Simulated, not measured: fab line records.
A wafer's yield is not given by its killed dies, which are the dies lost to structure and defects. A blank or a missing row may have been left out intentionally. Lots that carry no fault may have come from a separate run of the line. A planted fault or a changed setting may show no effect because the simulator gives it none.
What tool caused it? | flow n5Finfet | 14 lots, 38 wafers sampled, at 4 steps of a route of 1938

== WHAT THE GAUGES SHOWED, per wafer ==
Not one reading of a measure or inspect step in the record can be checked against a usual standard deviation.

== EACH LOT AND THE TOOL THAT RAN IT (in order: tool; ch and the chambers of the sampled wafers; start) ==
lot  | N5_FIN_SAQP_ETCH_69              | N5_FIN_SAQP_ETCH_67              | N5_FIN_SAQP_SPACER2_ETCHBACK_29  | N5_FIN_CUT_EXPOSE_05
L343 | rieDiel-05 ch 0,2,3, day 2 06:37 | rieDiel-05 ch 0,2,3, day 2 06:40 | rieDiel-05 ch 2,3, day 2 07:26   | euvScanner-01 ch 0, day 2 08:46
L345 | rieDiel-06 ch 0,3, day 2 20:07   | rieDiel-06 ch 0,3, day 2 20:10   | rieDiel-05 ch 2,3, day 2 20:54   | euvScanner-02 ch 0, day 3 02:38
L347 | rieDiel-05 ch 0,1, day 3 07:32   | rieDiel-05 ch 0,1, day 3 07:35   | rieDiel-05 ch 0,1, day 3 08:18   | euvScanner-01 ch 0, day 3 09:23
L348 | rieDiel-06 ch 1,3, day 3 14:08   | rieDiel-06 ch 1,3, day 3 14:11   | rieDiel-02 ch 2,3, day 3 14:46   | euvScanner-02 ch 0, day 3 15:50
L349 | rieDiel-06 ch 1,3, day 3 18:44   | rieDiel-06 ch 1,3, day 3 18:48   | rieDiel-02 ch 0,1,3, day 3 19:25 | euvScanner-01 ch 0, day 3 20:30
L350 | rieDiel-02 ch 0,2,3, day 4 01:26 | rieDiel-02 ch 0,2,3, day 4 01:30 | rieDiel-05 ch 0,2,3, day 4 02:04 | euvScanner-02 ch 0, day 4 03:08
L351 | rieDiel-05 ch 0,1,2, day 4 08:29 | rieDiel-05 ch 0,1,2, day 4 08:33 | rieDiel-05 ch 0,1,2, day 4 09:46 | euvScanner-02 ch 0, day 4 10:43
L353 | rieDiel-02 ch 0,1, day 4 21:40   | rieDiel-02 ch 0,1, day 4 21:44   | rieDiel-02 ch 0,2, day 4 22:28   | euvScanner-01 ch 0, day 4 23:25
L354 | rieDiel-02 ch 1,3, day 5 02:21   | rieDiel-02 ch 1,3, day 5 02:25   | rieDiel-05 ch 0,2, day 5 03:38   | euvScanner-01 ch 0, day 5 04:45
L355 | rieDiel-02 ch 0,1, day 5 07:29   | rieDiel-02 ch 0,1, day 5 07:33   | rieDiel-06 ch 1,2, day 5 08:44   | euvScanner-02 ch 0, day 5 10:43
L356 | rieDiel-06 ch 1,2, day 5 14:20   | rieDiel-06 ch 1,2, day 5 14:23   | rieDiel-06 ch 2,3, day 5 14:59   | euvScanner-01, day 5 16:05
L357 | rieDiel-02 ch 0,1,3, day 5 18:17 | rieDiel-02 ch 0,1,3, day 5 18:20 | rieDiel-02 ch 0,1, day 5 18:55   | euvScanner-01, day 5 19:52
L358 | rieDiel-05 ch 1,2, day 6 02:14   | rieDiel-05 ch 1,2, day 6 02:17   | rieDiel-02 ch 0,1,2, day 6 03:32 | euvScanner-02 ch 0, day 6 04:40
L365 | rieDiel-06 ch 0,3, day 7 18:34   | rieDiel-06 ch 0,3, day 7 18:38   | rieDiel-05 ch 1,3, day 7 19:19   | euvScanner-01 ch 0, day 7 20:26
- N5_FIN_SAQP_ETCH_69: etches SOC in N2/H2, stops on SiNx, target depth 150 nm.
- N5_FIN_SAQP_ETCH_67: etches SiNx in CH3F/O2, target depth 30 nm.
- N5_FIN_SAQP_SPACER2_ETCHBACK_29: etches SiO2 in CHF3/O2, target depth 12.2 nm, time 6.1 s.
- N5_FIN_CUT_EXPOSE_05: exposes mask FIN CUT.

== WHAT THE TOOLS THEMSELVES READ (means of the sampled wafers that have a number; where no wafer has one, the mark that the record gives instead) ==
N5_FIN_SAQP_ETCH_69.
lot  | tool       | drypumpMotorCurrentA (A) | oesProductAu (a.u.) | rfVppV (V) | showerheadPlenumPTorr (Torr) | throttleValvePct (%)
L343 | rieDiel-05 | 5.7                      | 0.72                | 240.9      | 2.57                         | 17.92
L345 | rieDiel-06 | 5.8                      | 0.72                | 241.7      | 2.56                         | 17.92
L347 | rieDiel-05 | 5.9                      | 0.75                | 241.5      | 2.54                         | 17.93
L348 | rieDiel-06 | 5.8                      | 0.84                | 241.1      | 2.58                         | 17.65
L349 | rieDiel-06 | 5.8                      | 0.81                | 240.9      | 2.56                         | 17.67
L350 | rieDiel-02 | 5.8                      | 0.77                | 240.2      | 2.53                         | 17.87
L351 | rieDiel-05 | 5.7                      | 0.73                | 240.4      | 2.54                         | 17.88
L353 | rieDiel-02 | 5.1                      | 0.71                | 241.5      | 2.56                         | 17.92
L354 | rieDiel-02 | 5.5                      | 0.69                | 239.2      | 2.47                         | 17.84
L355 | rieDiel-02 | 5.1                      | 0.71                | 240.0      | 2.56                         | 17.94
L356 | rieDiel-06 | 5.9                      | 0.83                | 240.7      | 2.59                         | 17.71
L357 | rieDiel-02 | 5.5                      | 0.69                | 240.3      | 2.50                         | 17.93
L358 | rieDiel-05 | 5.4                      | 0.73                | 240.6      | 2.54                         | 17.93
L365 | rieDiel-06 | 5.8                      | 0.78                | 240.8      | 2.53                         | 17.76

N5_FIN_SAQP_ETCH_67.
lot  | tool       | drypumpMotorCurrentA (A) | oesProductAu (a.u.) | rfVppV (V) | showerheadPlenumPTorr (Torr) | throttleValvePct (%)
L343 | rieDiel-05 | 5.7                      | 0.73                | 296        | 2.02                         | 16.43
L345 | rieDiel-06 | 5.8                      | 0.73                | 296        | 2.02                         | 16.48
L347 | rieDiel-05 | 5.9                      | 0.75                | 298        | 2.00                         | 16.49
L348 | rieDiel-06 | 5.8                      | 0.85                | 292        | 2.02                         | 16.20
L349 | rieDiel-06 | 5.8                      | 0.81                | 292        | 2.02                         | 16.25
L350 | rieDiel-02 | 5.8                      | 0.78                | 292        | 1.99                         | 16.45
L351 | rieDiel-05 | 5.7                      | 0.74                | 298        | 1.99                         | 16.45
L353 | rieDiel-02 | 5.1                      | 0.72                | 294        | 2.02                         | 16.54
L354 | rieDiel-02 | 5.4                      | 0.71                | 294        | 1.95                         | 16.50
L355 | rieDiel-02 | 5.1                      | 0.71                | 292        | 2.02                         | 16.54
L356 | rieDiel-06 | 5.9                      | 0.84                | 299        | 2.03                         | 16.19
L357 | rieDiel-02 | 5.5                      | 0.70                | 294        | 1.97                         | 16.56
L358 | rieDiel-05 | 5.4                      | 0.74                | 295        | 1.98                         | 16.45
L365 | rieDiel-06 | 5.8                      | 0.79                | 294        | 2.00                         | 16.34

N5_FIN_SAQP_SPACER2_ETCHBACK_29.
lot  | tool       | drypumpMotorCurrentA (A) | oesProductAu (a.u.) | rfVppV (V) | showerheadPlenumPTorr (Torr) | throttleValvePct (%)
L343 | rieDiel-05 | 5.4                      | 0.71                | 521        | 2.43                         | 18.92
L345 | rieDiel-05 | 5.4                      | 0.70                | 520        | 2.44                         | 18.93
L347 | rieDiel-05 | 5.7                      | 0.76                | 521        | 2.40                         | 19.03
L348 | rieDiel-02 | 6.0                      | 0.81                | 514        | 2.36                         | 18.90
L349 | rieDiel-02 | 5.5                      | 0.71                | 517        | 2.38                         | 19.08
L350 | rieDiel-05 | 5.7                      | 0.82                | 522        | 2.43                         | 18.87
L351 | rieDiel-05 | 5.7                      | 0.74                | 524        | 2.40                         | 18.99
L353 | rieDiel-02 | 5.5                      | 0.81                | 512        | 2.46                         | 18.95
L354 | rieDiel-05 | 6.0                      | 0.73                | 527        | 2.41                         | 19.01
L355 | rieDiel-06 | 6.0                      | 0.81                | 530        | 2.43                         | 18.81
L356 | rieDiel-06 | 6.0                      | 0.73                | 520        | 2.40                         | 18.92
L357 | rieDiel-02 | 5.0                      | 0.71                | 518        | 2.43                         | 19.07
L358 | rieDiel-02 | 5.3                      | 0.77                | 515        | 2.44                         | 18.98
L365 | rieDiel-05 | 5.3                      | 0.84                | 515        | 2.43                         | 18.81

N5_FIN_CUT_EXPOSE_05.
lot  | tool          | exposureDoseMJCm2 | focusOffsetNm (nm) | stageMsdNm (nm)
L343 | euvScanner-01 | 45.74             | -0.7               | 0.71
L345 | euvScanner-02 | 45.72             | -0.3               | 0.87
L347 | euvScanner-01 | 45.70             | 0.3                | 0.71
L348 | euvScanner-02 | 45.76             | -0.1               | 0.87
L349 | euvScanner-01 | 45.63             | 0.0                | 0.71
L350 | euvScanner-02 | 45.66             | -0.5               | 0.87
L351 | euvScanner-02 | 45.72             | 0.1                | 0.87
L353 | euvScanner-01 | 45.65             | 0.0                | 0.72
L354 | euvScanner-01 | 45.66             | 0.0                | 0.73
L355 | euvScanner-02 | 45.72             | -0.3               | 0.87
L356 | euvScanner-01 | -                 | -                  | -
L357 | euvScanner-01 | -                 | -                  | -
L358 | euvScanner-02 | 45.67             | -0.2               | 0.87
L365 | euvScanner-01 | 45.72             | 0.3                | 0.75

== THE ANSWER, worked out from the rows above alone ==
Rule: the usual values come from the lots themselves. The widest of any qualifying gaps counts: lots, ordered by their means at a reading, are off when they make up no more than a third of the lots, leave a main group of 4 or more, and stand apart from it by 3 or more times the standard deviation of that group's means. If all means in a main group match to the digits the tables above print for the reading, that group is not used. Also off: a lot with no number at a reading for which 4 or more lots have one. The other lots that the step has rows for count as sound. The gauges are gone through in route order, then the tools' own readings, and for those a lot's mean is taken as printed above. The first step at which some lot is off is used, and at that step the reading that is off furthest; a lot without a number counts as furthest.
Off: L356, L357 (N5_FIN_CUT_EXPOSE_05, exposureDoseMJCm2). Without a number there: L356, L357. Main group: mean 45.70, sd 0.039.
A tool fits if, at that step or a process step before it, it ran every lot that is off, and no sound lot after the first of them. Not one of the candidates tried fits.

== WHAT WAS PUT IN BY THE SIMULATOR ==
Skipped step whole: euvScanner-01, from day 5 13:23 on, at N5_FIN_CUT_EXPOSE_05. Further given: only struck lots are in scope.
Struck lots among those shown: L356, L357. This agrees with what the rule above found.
